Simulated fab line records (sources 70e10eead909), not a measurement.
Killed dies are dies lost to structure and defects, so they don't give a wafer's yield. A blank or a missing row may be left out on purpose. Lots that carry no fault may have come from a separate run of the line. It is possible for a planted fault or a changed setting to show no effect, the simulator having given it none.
Chamber matching ; flow nand harc ; 4 sister chambers for NHARC_P_M2_ETCH_35 on rie diel-05
The step etches the open film in N2/H2, target depth 40 nm, overetch 12 nm, time 43.94 s. 36 wafers are shown with their chamber, then 12 later ones without.

EACH WAFER AND ITS CHAMBER
wafer;chamber;drypump motor current A (A);rf vpp V (V);oes product au (a.u.)
L075.2;0;5.5;427;0.991
L075.4;3;6.7;435;0.992
L075.5;0;5.6;429;0.991
L077.2;1;6.1;432;0.988
L077.4;2;6.2;428;1.003
L077.6;1;6.1;431;0.986
L076.1;2;6.2;427;0.999
L076.3;3;6.6;435;1.006
L076.6;0;5.6;427;0.989
L080.1;1;6.1;432;0.977
L080.5;3;6.6;433;1.006
L080.6;2;6.2;428;0.999
L082.1;0;5.5;427;0.996
L082.3;2;6.2;427;1.011
L082.4;1;6.0;431;1.016
L084.1;2;6.2;427;1.006
L084.2;0;5.6;427;0.986
L084.6;1;6.1;431;1.002
L083.2;3;6.6;434;1.015
L083.3;2;6.2;427;1.012
L083.4;1;6.1;431;0.999
L086.1;0;5.5;427;0.993
L086.2;2;6.2;426;1.009
L086.4;1;6.1;432;1.009
L088.1;0;5.6;427;0.996
L088.3;3;6.6;435;1.017
L088.4;2;6.2;424;1.024
L090.1;1;6.1;433;1.015
L090.2;0;5.6;425;0.987
L090.4;2;6.2;427;1.014
L091.1;2;6.2;427;1.013
L091.3;1;6.1;434;1.009
L091.5;3;6.7;435;1.016
L094.1;3;6.7;434;1.025
L094.3;2;6.2;428;1.027
L094.5;2;6.2;426;1.011

SIGNATURES, as means of the wafers listed above
reading;chamber 0;chamber 1;chamber 2;chamber 3;scatter within a chamber
drypump motor current A;5.562;6.089;6.200;6.643;0.0374
rf vpp V;427.00;431.89;426.83;434.43;1.03
oes product au;0.99113;1.00011;1.01067;1.01100;0.00987
Rule: for each reading, subtract the chamber's mean from the wafer's reading, divide by that reading's scatter and square the result; add these up over the readings and take the root, which gives the wafer's distance from the chamber. The wafer belongs to the nearest chamber; if the next one is less than 2 further off, it can't be placed. The scatter is the square root of a quotient: the sum, over the shown wafers, of each reading's squared deviation from its chamber's mean, divided by wafers minus chambers.

WAFERS MISSING THEIR CHAMBER
wafer;drypump motor current A (A);rf vpp V (V);oes product au (a.u.)
L093.2;6.2;428;1.017
L093.3;6.1;432;1.004
L093.5;6.6;434;1.014
L096.1;5.6;426;0.992
L096.5;5.5;427;0.999
L096.6;6.1;432;1.013
L095.1;6.2;427;1.042
L095.4;6.1;431;1.026
L095.6;6.2;427;1.025
L097.2;6.1;432;1.015
L097.4;5.5;427;1.006
L097.5;6.6;433;1.007

EACH ONE'S CHAMBER
wafer;from the rows above;in truth
L093.2;2;2
L093.3;1;1
L093.5;3;3
L096.1;0;0
L096.5;0;0
L096.6;1;1
L095.1;2;2
L095.4;1;1
L095.6;2;2
L097.2;1;1
L097.4;0;0
L097.5;3;3
Correct placement for 12 of the 12. Not placeable from these rows: 0. Wrongly placed: 0.
